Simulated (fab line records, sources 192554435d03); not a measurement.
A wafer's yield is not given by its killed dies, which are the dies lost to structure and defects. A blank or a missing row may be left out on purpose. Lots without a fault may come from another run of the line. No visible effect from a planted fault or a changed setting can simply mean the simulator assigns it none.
fab line records	flow n5-finfet
[record] lots = 4	wafers = 10	last-day = 20
route steps=1938 shown STI_FIN_REVEAL@187 DUMMY_GATE@212 BEOL_M4@1111 PASSIVATION@1936
lots untouched by any fault: they come from a run of this same line in which no faults occurred
start-h: start of the lot's first displayed wafer, in hours after the record's first day	wait-h: hours since the lot's step before	" the same as in the row above	L1.1+2: a single row standing in for several wafers	- no value, or no start was given	* or withheld: withheld	< > ~ a bound
route shown NAME@n: NAME is a module with steps in the file, n the number in the route of the first one	usual: mean/standard deviation taken from wafers without a fault	same: alike in all rows	chamber/n: place in a boat	sites: readings site by site	_std_site: standard deviation of those values	_edge_site: the outer-site mean with the inner-site mean subtracted	radius-mm: for every site, how far away it sits from the centre of the wafer	mask NAME#n: copy n	behind: the last tool/chamber to shape the wafer	hold: reason for holding the lot/hours on hold/outcome of the hold	device: the transistor (n, p or np) that didn't switch	end of line: tests run on the same wafers once the route is complete	where a step has no rows: the recipe by itself	killed: dies that structure and defects cost at the first sort, which is not the same as the wafer's yield	map: a wafer's dies, marking killed ones x, the rest . and places with no die _
set.NAME: the setting the step ran with; set.NAME@STEP: the setting that earlier step ran with	model.NAME: the simulator's own value behind a step, which no gauge read
lots at selected steps of the route; one table per step, one row per wafer
services: when a tool's chamber went out of use (start-h, in hours from the record's first day, below 0 if earlier), for how many hours, and the reason
[[steps]]
[step N5_STI_FIN_REVEAL_CMP_04]
[recipe] stop-on = Si3N4	t-overpolish-s = 4	down-force-psi = 2	platen-rpm = 54.18	post-cmp-clean = alkaline-brush	pad-velocity-m-s = 1.078	target-thk-nm = 131.83
[step N5_STI_FIN_REVEAL_DENSIFY_30]
[recipe] temp-c = *	time-s = *	ambient = N2	idle-temp-c = 600	ramp-up-c-per-s = 150	ramp-down-c-per-s = 60	cool-to-c = 600
[step N5_STI_FIN_REVEAL_ETCHBACK_08]
[recipe] chemistry = C4F6/O2	target = SiO2	target-depth-a = 305	time-s = 10.167	ion-energy-ev = 250	pressure-mtorr = 30	source-w = 345	bias-w = 185	Ar_flow_sccm = 300	C4F6_flow_sccm = 10	O2_flow_sccm = 10
[step N5_STI_FIN_REVEAL_STRIP_24]
[recipe] chemistry = N2/H2	time-s = 90	power-w = 100	temp-c = 40	pressure-mtorr = 100	rf-frequency-hz = 6e+07	bias-power-w = 3	n2-flow-sccm = 300	h2-flow-sccm = 300
[step N5_STI_FIN_REVEAL_PRECLEAN_25]
[recipe] chemistry = SPM	time-s = 90	temp-c = 120	mix = 4:1
[step N5_STI_FIN_REVEAL_PRECLEAN_26]
[recipe] chemistry = SC1	time-s = 45	temp-c = 46	mix = 1:2:100
[step N5_STI_FIN_REVEAL_PRECLEAN_29]
[recipe] chemistry = DHF	time-s = 30	temp-c = 25	dilution = 300:1
[step N5_STI_FIN_REVEAL_SRD_12]
[recipe] time-s = 30	temp-c = 23	rinse-liquid = diw	dry = ipa-marangoni
[step N5_STI_FIN_REVEAL_RECESS_09]
[recipe] chemistry = HF/NH3	target = SiO2	afs-cycles = 11	target-depth-a = 425	temp-c = 30	sublimation-temp-c = 180	sublimation-time-s = 60
[step N5_STI_FIN_REVEAL_STRIP_16]
[recipe] chemistry = H3PO4	material = SiNx	temp-c = 165	target-depth-a = 238	overetch-fraction = 0.4964	dry = ipa-marangoni
[step N5_STI_FIN_REVEAL_PRECLEAN_17]
[recipe] chemistry = NF3:NH3	afs-cycles = 1	temp-c = 30	time-s = 20	sublimation-temp-c = 180	sublimation-time-s = 60	pressure-torr = 3	rf-power-w = 30
[step N5_STI_FIN_REVEAL_ETCH_34]
[recipe] chemistry = H2	mode = isotropic	material = Si	target = Si	target-depth-a = 9.7	temp-c = 20	pressure-mtorr = 4.5	icp-w = 300	bias-w = 0	h2-flow-sccm = 7.5	he-flow-sccm = 142.5
[usual] bias-w = 0/0	chamber-pressure-mTorr = 4.500/0.0043	drypump-motor-current-A = 5.9/0.43	oes-product-au = 0.997/0.017	throttle-valve-pct = 25.7/0.57
lot.wafer	tool	chamber	start-h	wait-h	bias-w	chamber-pressure-mTorr	drypump-motor-current-A	oes-product-au	rf-hours-counter-h	throttle-valve-pct
L535.2	rie-si-01	1	86.70	0.1	-	-	-	-	-	-
L535.4	"	2	"	"	-	-	-	-	-	-
L535.5	"	1	"	"	-	-	-	-	-	-
L536.3	rie-si-03	0	91.89	0.1	-	-	-	-	-	-
L536.4	"	1	"	"	-	-	-	-	-	-
L536.6	"	1	"	"	-	-	-	-	-	-
L543.3	rie-si-03	3	132.95	0.1	0	4.503	5.3	0.996	123	25.3
L543.4	"	2	"	"	0	4.493	5.8	0.969	70	25.1
L546.1	rie-si-01	1	149.88	0.2	0	4.497	5.9	1.021	72	25.6
L546.4	"	0	"	"	0	4.494	5.9	0.987	150	25.2
[step N5_STI_FIN_REVEAL_OXIDATION_31]
[recipe] chemistry = O2_PLASMA_REMOTE	temp-c = 150	time-s = 20	pressure-mtorr = 1000	source-power-w = 2000	o2-flow-sccm = 3000
[step N5_STI_FIN_REVEAL_PRECLEAN_32]
[recipe] chemistry = NF3:NH3	afs-cycles = 1	temp-c = 30	time-s = 20	sublimation-temp-c = 180	sublimation-time-s = 60	pressure-torr = 3	rf-power-w = 30
[step N5_STI_FIN_REVEAL_STRIP_35]
[recipe] chemistry = H3PO4	material = Si3N4	temp-c = 165	target-depth-a = 40	time-s = 39
[step N5_STI_FIN_REVEAL_SRD_21]
[recipe] dry = ipa-marangoni	time-s = 30	temp-c = 23	rinse-liquid = diw
[step N5_STI_FIN_REVEAL_OXIDATION_33]
[recipe] chemistry = O2_PLASMA_REMOTE	temp-c = 150	time-s = 20	pressure-mtorr = 1000	source-power-w = 2000	o2-flow-sccm = 3000
[step N5_STI_FIN_REVEAL_CLEAN_19]
[recipe] chemistry = O3/DIW	temp-c = 25	time-s = 120	o3-ppm = 10
[step N5_STI_FIN_REVEAL_SRD_23]
[recipe] dry = ipa-marangoni	time-s = 30	temp-c = 23	rinse-liquid = diw
[step N5_STI_FIN_REVEAL_CD_MEAS_22]
[recipe] target-cd-nm = 6.238	pitch-nm = 28	polarity = line
[usual] cd-nm = 6.35/0.29
lot.wafer	tool	chamber	start-h	wait-h	cd-nm
L535.2	cd-sem-02	-	87.28	0.0	8.16
L535.4	"	-	"	"	8.30
L535.5	"	-	"	"	8.19
L536.3	cd-sem-01	-	92.47	0.0	8.03
L536.4	"	-	"	"	8.19
L536.6	"	-	"	"	8.19
L543.3	cd-sem-01	-	133.58	0.0	6.47
L543.4	"	-	"	"	6.47
L546.1	cd-sem-01	-	150.46	0.0	6.26
L546.4	"	-	"	"	6.20
[step N5_STI_FIN_REVEAL_PRECLEAN_18]
[recipe] chemistry = SC2	time-s = 45	temp-c = 35	mix = 1:1:50
[step N5_STI_FIN_REVEAL_SRD_28]
[recipe] dry = ipa-marangoni	time-s = 30	temp-c = 23	rinse-liquid = diw
[step N5_DUMMY_GATE_PRECLEAN_00]
[recipe] chemistry = O3/DIW	time-s = 60	temp-c = 22	o3-ppm = 10
[step N5_DUMMY_GATE_SRD_01]
[recipe] time-s = 30	temp-c = 23	rinse-liquid = diw	dry = ipa-marangoni
[step N5_DUMMY_GATE_ALD_02]
[recipe] material = SiO2	target-thk-a = 20	temp-c = 300	ald-precursor-family = BDEAS	ald-co-reactant = O2-plasma	pulse-time-s = 1	pressure-torr = 2
[step N5_DUMMY_GATE_CVD_03]
[recipe] material = a-Si	target-thk-a = 1500	temp-c = 530	precursor = SiH4	time-s = 8042
[step N5_DUMMY_GATE_PRECLEAN_46]
[recipe] chemistry = DIW	time-s = 89.5	temp-c = 23
[step N5_DUMMY_GATE_SRD_47]
[recipe] dry-time-s = 32	dry = n2-spin	spin-rpm = 1500
[step N5_DUMMY_GATE_CMP_04]
[recipe] material = a-Si	post-cmp-clean = alkaline-brush
[step N5_DUMMY_GATE_HM_DEP_06]
[recipe] material = SiNx	target-thk-a = 800	precursor = DCS/NH3	temp-c = 700	pressure-mtorr = 300	time-s = 5141
[step N5_DUMMY_GATE_PECVD_30]
[recipe] material = SiO2	target-thk-a = 550	temp-c = 400	precursor = TEOS/O2	pressure-torr = 6.5	rf-w = withheld	teos-flow-sccm = withheld	gas = O2	flow-sccm = 2650	time-s = 10.8
[step N5_DUMMY_GATE_COAT_34]
[recipe] resist = SOC	temp-c = 250	time-s = 60	spin-rpm = 1500	resist-thk-nm = 60
[step N5_DUMMY_GATE_COAT_35]
[recipe] resist = SiARC	temp-c = 220	time-s = 60	spin-rpm = 1500	resist-thk-nm = 10
[step N5_DUMMY_GATE_COAT_28]
[recipe] resist = underlayer	temp-c = 205	time-s = 60	spin-rpm = 1500	resist-thk-nm = 10
[step N5_DUMMY_GATE_COAT_09]
[recipe] resist = CAR-EUV	spin-rpm = 1500	resist-thk-nm = 30
[step N5_DUMMY_GATE_EBR_11]
[recipe] solvent = PGMEA	ebr-width-mm = 1.5
[step N5_DUMMY_GATE_SOFTBAKE_10]
[recipe] temp-c = 110	time-s = 60	resist = CAR-EUV
[step N5_DUMMY_GATE_EXPOSE_12]
[recipe] mask-id = GATE	na = 0.33	source-shape = annular	sigma-inner = 0.2	sigma-outer = 0.6	polarization = unpolarized	target-cd-nm = 25	dose-mj = 34
[step N5_BEOL_M4_RC_MEAS_101]
[usual] DIBL_N = 37.7/2	DIBL_P = 37.7/2.3	IOFF_N = 0.18/0.039	IOFF_N_85C = 3.5/0.62	IOFF_N_LIN = 0.083/0.014	IOFF_N_LONG = 5.54e-05/2.7e-06	IOFF_P = 0.23/0.042	IOFF_P_85C = 3.9/0.6	IOFF_P_LIN = 0.105/0.014	IOFF_P_LONG = 0.000103/8.8e-06	ION_N = 681/12	ION_P = 463/8	REXT_N = 75.6/1.8	REXT_P = 101.1/2	SS_N = 71.9/0.68	SS_P = 73.6/0.71	VT_N = 248/3.2	VT_N_LONG = 274.5/2.1	VT_N_LVT = 98/3.2	VT_P = -249/3.1	VT_P_LONG = -275.9/2.7	VT_P_LVT = -98.9/2.8
lot.wafer	tool	chamber	start-h	wait-h	DIBL_N[mV/V]	DIBL_P[mV/V]	IOFF_N[nA/um]	IOFF_N_85C[nA/um]	IOFF_N_LIN[nA/um]	IOFF_N_LONG[nA/um]	IOFF_P[nA/um]	IOFF_P_85C[nA/um]	IOFF_P_LIN[nA/um]	IOFF_P_LONG[nA/um]	ION_N[uA/um]	ION_P[uA/um]	REXT_N[ohm.um]	REXT_P[ohm.um]	SS_N[mV/dec]	SS_P[mV/dec]	VT_N[mV]	VT_N_LONG[mV]	VT_N_LVT[mV]	VT_P[mV]	VT_P_LONG[mV]	VT_P_LVT[mV]
L535.2	prober-02	0	307.14	0.2	46.5	52.0	0.72	11.0	0.339	8.31e-05	0.70	10.1	0.325	0.000131	766	510	68.8	88.0	74.8	77.6	227	260.0	77	-235	-266.9	-88.1
L535.4	"	0	"	"	52.6	57.7	1.27	17.9	0.527	8.36e-05	1.04	14.0	0.417	0.000119	790	510	68.1	89.5	75.7	79.7	219	258.9	70	-230	-266.7	-84.4
L535.5	"	0	"	"	48.2	51.2	0.80	12.0	0.351	8.44e-05	0.65	9.4	0.298	0.000127	760	500	67.7	89.2	73.9	78.0	225	258.9	76	-237	-268.5	-90.5
L536.3	prober-01	0	310.26	0.3	51.5	56.2	1.11	15.6	0.482	9.17e-05	1.11	14.8	0.471	0.000153	794	529	65.9	89.5	74.9	78.5	219	254.1	68	-227	-262.0	-76.1
L536.4	"	0	"	"	48.2	52.2	0.84	12.4	0.384	9.22e-05	0.82	11.3	0.379	0.000143	772	514	65.6	90.2	73.7	76.9	221	256.2	70	-229	-262.7	-80.4
L536.6	"	0	"	"	49.5	53.2	0.89	13.2	0.399	9.14e-05	0.87	12.0	0.389	0.00014	756	508	65.4	90.2	74.1	77.6	224	257.7	70	-232	-262.6	-79.3
L543.3	prober-02	0	358.40	0.3	40.2	41.9	0.23	4.2	0.095	4.99e-05	0.27	4.5	0.114	9.3e-05	682	461	76.9	100.9	72.8	74.6	246	277.8	97	-249	-281.0	-98.4
L543.4	"	0	"	"	37.7	39.5	0.18	3.5	0.081	5.1e-05	0.22	3.7	0.099	9.7e-05	686	462	76.8	103.6	71.9	73.5	245	281.0	99	-251	-275.0	-99.8
L546.1	prober-01	0	377.85	0.0	34.1	34.3	0.12	2.3	0.058	5.57e-05	0.17	2.9	0.085	0.000107	674	463	76.5	103.1	69.5	72.7	253	273.2	102	-252	-273.3	-102.0
L546.4	"	0	"	"	36.4	36.9	0.15	2.8	0.069	5.54e-05	0.21	3.5	0.096	0.000107	679	468	77.9	103.6	70.9	73.4	252	268.1	100	-251	-275.7	-99.4
[step N5_PASSIVATION_PROBE_49]
[usual] defect-limited-yield = 91.1/1.4	killed_at_M0_to_M3 = 34/9.6	killed_at_M4_up = 15/5.3	killed-at-contacts = 12/6.1	killed-at-front-end = 40/11	killed-at-other = 3.5/2.8	killed-dies = 105/17	killed-open = 70/12	killed-short = 34/7.7	sort_bin_4_leakage = 0.01/0.07	sort_bin_5_function = 5.2/0.97	sort_bin_6_memory = 3.4/0.62	sort-n-pass = 1075/17	sort-yield-pct = 91.1/1.4
[same] gross-dies = 1180	killed-at-back-side = 0	sort_bin_8_speed[%] = 0
lot.wafer	tool	chamber	start-h	wait-h	defect-limited-yield[%]	killed_at_M0_to_M3	killed_at_M4_up	killed-at-contacts	killed-at-front-end	killed-at-other	killed-dies	killed-open	killed-short	sort_bin_4_leakage[%]	sort_bin_5_function[%]	sort_bin_6_memory[%]	sort-n-pass	sort-yield-pct[%]
L536.3	prober-02	-	408.24	0.2	90.9	44	11	15	31	6	107	68	38	90.93	5.8	3.0	0	0
L536.4	prober-02	-	408.29	0.3	90.3	41	16	15	34	8	114	75	37	90.34	6.8	2.5	0	0
L536.6	prober-02	-	408.39	0.4	91.1	16	9	25	52	3	105	72	22	91.10	4.7	3.1	0	0
L535.2	prober-02	-	413.10	0.1	91.4	36	9	15	39	2	101	66	35	91.19	5.1	3.1	3	0.3
L535.4	prober-02	-	413.20	0.2	90.2	52	9	8	44	3	116	67	48	90.17	5.8	3.6	0	0
L535.5	prober-02	-	413.25	0.2	92.3	25	8	11	46	1	91	58	33	92.29	4.5	3.1	0	0
L546.1	prober-01	-	480.34	0.0	91.0	41	7	17	39	2	106	59	45	0	5.3	3.4	1074	91.0
L546.4	prober-01	-	480.49	0.2	92.2	28	16	7	38	3	92	56	35	0	4.8	2.5	1088	92.2
// killed by level:class
L536.3 BEOL_M0_SAQP:geometric-particle:short=11 MOL_CONTACT_COAG:geometric-particle:open=10 BEOL_M1:geometric-particle:open=9 BEOL_M2:geometric-particle:open=9 BEOL_M0_SAQP:geometric-particle:open=8 STI_FIN_REVEAL:geometric-particle:open=7 GATE_CUT:geometric-particle:short=5 MOL_CONTACT_COAG:geometric-particle:short=5
L536.4 MOL_CONTACT_COAG:geometric-particle:open=10 BEOL_M0_SAQP:geometric-particle:open=9 BEOL_M2:geometric-particle:open=9 BEOL_M1:geometric-particle:open=8 FIN_SAQP:geometric-particle:open=6 BEOL_M0_SAQP:geometric-particle:short=6 BEOL_M2:geometric-particle:short=6 BEOL_M4:geometric-particle:open=6
L536.6 MOL_CONTACT_COAG:geometric-particle:open=19 STI_FIN_REVEAL:geometric-particle:open=14 FIN_SAQP:geometric-particle:open=9 HKMG_FIN:area-etch=9 BEOL_M0_SAQP:geometric-particle:open=7 MOL_CONTACT_COAG:geometric-particle:short=6 STARTING-WAFER:geometric-particle:short=4 BEOL_M2:geometric-particle:open=4
L535.2 MOL_CONTACT_COAG:geometric-particle:open=10 FIN_SAQP:geometric-particle:open=9 FIN_SAQP:geometric-particle:short=9 BEOL_M2:geometric-particle:open=8 BEOL_M0_SAQP:geometric-particle:open=8 GATE_CUT:geometric-particle:open=6 MOL_CONTACT_COAG:geometric-particle:short=5 BEOL_M0_SAQP:geometric-particle:short=5
L535.4 BEOL_M0_SAQP:geometric-particle:short=15 FIN_SAQP:geometric-particle:short=14 BEOL_M0_SAQP:geometric-particle:open=13 FIN_SAQP:geometric-particle:open=11 BEOL_M1:geometric-particle:open=11 MOL_CONTACT_COAG:geometric-particle:open=7 DUMMY_GATE:geometric-particle:open=5 BEOL_M3:geometric-particle:open=5
L535.5 FIN_SAQP:geometric-particle:open=10 FIN_SAQP:geometric-particle:short=9 MOL_CONTACT_COAG:geometric-particle:open=8 GATE_CUT:geometric-particle:short=6 BEOL_M2:geometric-particle:open=6 ILD0:geometric-particle:short=5 GATE_CUT:geometric-particle:open=5 BEOL_M0_SAQP:geometric-particle:open=5
L546.1 MOL_CONTACT_COAG:geometric-particle:open=13 BEOL_M2:geometric-particle:open=13 FIN_SAQP:geometric-particle:short=12 BEOL_M0_SAQP:geometric-particle:short=9 BEOL_M0_SAQP:geometric-particle:open=6 FIN_SAQP:geometric-particle:open=5 DUMMY_GATE:geometric-particle:open=5 GATE_CUT:geometric-particle:short=5
L546.4 BEOL_M2:geometric-particle:open=13 FIN_SAQP:geometric-particle:open=6 FIN_SAQP:geometric-particle:short=5 GATE_CUT:geometric-particle:short=5 MOL_CONTACT_COAG:geometric-particle:open=5 BEOL_M4:geometric-particle:open=5 STI_FIN_REVEAL:geometric-particle:open=4 DUMMY_GATE:geometric-particle:open=4
// map L535.4 (x killed, . not)
_________________............________________
______________.......x.........._____________
___________.......x.............x..__________
__________.....................xx..._________
________..........x.....x............._______
_______....x.....x.....................______
______x...............x................._____
_____...x.......x.......x.......x....x...____
____...x..................................___
___......x...x..xx......x.......x......x...__
___.....x........x.x................x......__
__..........x.......................x......._
__..x...........x.....x..x......x.........x._
_x.......x.........x.x.................xx....
_......x...........x......x..x............x..
_..............................x.............
_................x.............x...xx......xx
_...x................x.......................
_.x..xx..............x.......................
_............xx...........xx............x....
_..x.x......x..x.....xx.x..........x..x..xx..
__...xx..............................x..x..._
__.x..x..x.....x.x................xx........_
___....x................x....x.............__
___.........x..............x.......x.......__
____......................x...............___
_____....x..........x.....x.x........x...____
______.......x.......xx................._____
_______.................x..............______
________x...........x...x....x..x..x.._______
__________.x............x.x......x.._________
___________.......x................__________
______________.....x.x.........._____________
_________________............________________
// map L536.4 (x killed, . not)
_________________...xxx......________________
______________.x................_____________
___________......x............x.xx.__________
__________...........x.....x........_________
________...x.......x.x................_______
_______x.............x.................______
______..x.....................x........._____
_____.........x..........x.....x..x.x...x____
____........x....................x......x.___
___.............x..........................__
___..........................x....x.x......__
__.x..................x.x....x.............._
__.........x..x............x................_
_..x..x..x..x...x........................x...
_.x.x..........x.......x.........x.........x.
_................x..........x................
_.....................x........x.......x.....
_.x...x............x...x....x......x.........
_..xx....x.........xx................x......x
_x.......xx......x...x.....x.......x.........
_x...............................x.x.......x.
__..x.......x.........x.......x............._
__......x.......................x..........._
___.............x.........................x__
___............x.....................x.....__
____......x...x........x..x...............___
_____...........x..........x.............____
______......x...x......................x_____
_______...........x.x..................______
________.....x.......x.......xx......._______
__________.x.....x........x........._________
___________...x....x...x.x...x....x__________
______________..x...........x..._____________
_________________............________________
[[services]]
tool	chamber	start-h	hours	kind
rie-si-03	1	72.40	7.9	repair
rie-si-03	1	133.48	3.0	repair
[[key]]
[first-sign] step = N5_STI_FIN_REVEAL_ETCH_34	reading = tool-record	direction = missing
[effect] step = N5_STI_FIN_REVEAL_CD_MEAS_22	reading = cd-nm	direction = up	sigmas = 6.4	usual = 6.35	struck = 8.18
[effect] step = N5_BEOL_M4_RC_MEAS_101	reading = IOFF_N_LIN	direction = up	sigmas = 24	usual = 0.083	struck = 0.414
[effect] step = N5_BEOL_M4_RC_MEAS_101	reading = IOFF_N	direction = up	sigmas = 19	usual = 0.18	struck = 0.94
[effect] step = N5_BEOL_M4_RC_MEAS_101	reading = IOFF_P_LIN	direction = up	sigmas = 19	usual = 0.105	struck = 0.380
[effect] step = N5_BEOL_M4_RC_MEAS_101	reading = IOFF_N_85C	direction = up	sigmas = 16	usual = 3.5	struck = 13.7
[effect] step = N5_BEOL_M4_RC_MEAS_101	reading = IOFF_P	direction = up	sigmas = 15	usual = 0.23	struck = 0.86
[effect] step = N5_BEOL_M4_RC_MEAS_101	reading = IOFF_P_85C	direction = up	sigmas = 13	usual = 3.9	struck = 12.0
[effect] step = N5_BEOL_M4_RC_MEAS_101	reading = IOFF_N_LONG	direction = up	sigmas = 12	usual = 5.54e-05	struck = 8.77e-05
[effect] step = N5_BEOL_M4_RC_MEAS_101	reading = VT_N_LVT	direction = down	sigmas = 8.1	usual = 98	struck = 72
[effect] step = N5_BEOL_M4_RC_MEAS_101	reading = VT_N_LONG	direction = down	sigmas = 7.9	usual = 274.5	struck = 257.7
[effect] step = N5_BEOL_M4_RC_MEAS_101	reading = VT_N	direction = down	sigmas = 7.8	usual = 248	struck = 223
[effect] step = N5_BEOL_M4_RC_MEAS_101	reading = ION_N	direction = up	sigmas = 7.5	usual = 681	struck = 773
[effect] step = N5_BEOL_M4_RC_MEAS_101	reading = DIBL_P	direction = up	sigmas = 6.9	usual = 37.7	struck = 53.8
[effect] step = N5_PASSIVATION_PROBE_49	reading = sort_bin_4_leakage	direction = up	sigmas = 99+	usual = 0.01	struck = 91.00
met-at N5_STI_FIN_REVEAL_ETCH_34
struck-wafers L535.2,L535.4,L535.5,L536.3,L536.4,L536.6
[fault] kind = skipped-step-whole	tool = rie-si-01,rie-si-03	chamber = -	onset-h = 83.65	steps = N5_STI_FIN_REVEAL_ETCH_34	scope = struck-lots-only
